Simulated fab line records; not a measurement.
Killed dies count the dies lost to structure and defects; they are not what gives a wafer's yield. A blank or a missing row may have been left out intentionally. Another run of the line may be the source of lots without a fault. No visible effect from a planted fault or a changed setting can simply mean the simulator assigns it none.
Which tool is to blame? || flow nand_harc || Sampling: 6 lots, 18 wafers, 3 of 1159 route steps

== WHAT EACH GAUGE READ, for each wafer ==
NHARC_A_BONDPAD_CD_MEAS_13.
{"lot": "L927", "measured": "day 18 04:11", "on": "cd_sem-03", "cd_nm (nm)": "497.0 498.9 496.7"}
{"lot": "L933", "measured": "day 19 10:22", "on": "cd_sem-01", "cd_nm (nm)": "498.3 500.9 499.9"}
{"lot": "L939", "measured": "day 20 20:04", "on": "cd_sem-01", "cd_nm (nm)": "499.9 498.1 496.9"}
{"lot": "L941", "measured": "day 22 00:37", "on": "cd_sem-01", "cd_nm (nm)": "497.0 498.4 496.3"}
{"lot": "L944", "measured": "day 22 16:39", "on": "cd_sem-02", "cd_nm (nm)": "498.4 499.4 498.6"}
{"lot": "L947", "measured": "day 23 06:19", "on": "cd_sem-02", "cd_nm (nm)": "498.8 498.0 499.9"}

== WHICH TOOL RAN EACH LOT (tool, then ch and the chambers of the sampled wafers, then the start) ==
{"lot": "L927", "NHARC_P_GATE_SPUTTER_79": "pvd_sputter-03, day 6 10:14", "NHARC_A_BONDPAD_DEP_00": "pecvd-03 ch 1,2, day 18 02:23"}
{"lot": "L933", "NHARC_P_GATE_SPUTTER_79": "pvd_sputter-03, day 7 06:22", "NHARC_A_BONDPAD_DEP_00": "pecvd-01 ch 1,2, day 19 08:50"}
{"lot": "L939", "NHARC_P_GATE_SPUTTER_79": "pvd_sputter-02, day 8 21:40", "NHARC_A_BONDPAD_DEP_00": "pecvd-01 ch 0,1,2, day 20 20:04 or earlier"}
{"lot": "L941", "NHARC_P_GATE_SPUTTER_79": "pvd_sputter-01, day 9 04:01", "NHARC_A_BONDPAD_DEP_00": "pecvd-03 ch 1,2, day 21 22:52"}
{"lot": "L944", "NHARC_P_GATE_SPUTTER_79": "pvd_sputter-02, day 9 17:03", "NHARC_A_BONDPAD_DEP_00": "pecvd-03 ch 0,1, day 22 15:01"}
{"lot": "L947", "NHARC_P_GATE_SPUTTER_79": "pvd_sputter-01, day 10 18:19", "NHARC_A_BONDPAD_DEP_00": "pecvd-03 ch 1,2, day 23 04:40"}
- NHARC_P_GATE_SPUTTER_79: material TiN, target thk 10 nm.
- NHARC_A_BONDPAD_DEP_00: deposits SiCN, target thk 250 nm.

== THE ANSWER, worked out from the rows above alone ==
Rule: the usual values come from the lots themselves. Put in order of their means at a reading, lots are off if they are a third of the lots or fewer, leave a main group of 4 or more, and stand apart from it by a gap of 3 or more times the standard deviation of the main group's means; of several such gaps the widest counts. If all means in a main group match to the digits the tables above print for the reading, that group is not used. A lot without any number at a reading at which 4 lots or more have one is off too. Any other lot the step has rows for is counted as sound.
Across all readings shown, no lot is off: no conclusion can be drawn from this.

== WHAT HAD BEEN PUT IN BY THE SIMULATOR ==
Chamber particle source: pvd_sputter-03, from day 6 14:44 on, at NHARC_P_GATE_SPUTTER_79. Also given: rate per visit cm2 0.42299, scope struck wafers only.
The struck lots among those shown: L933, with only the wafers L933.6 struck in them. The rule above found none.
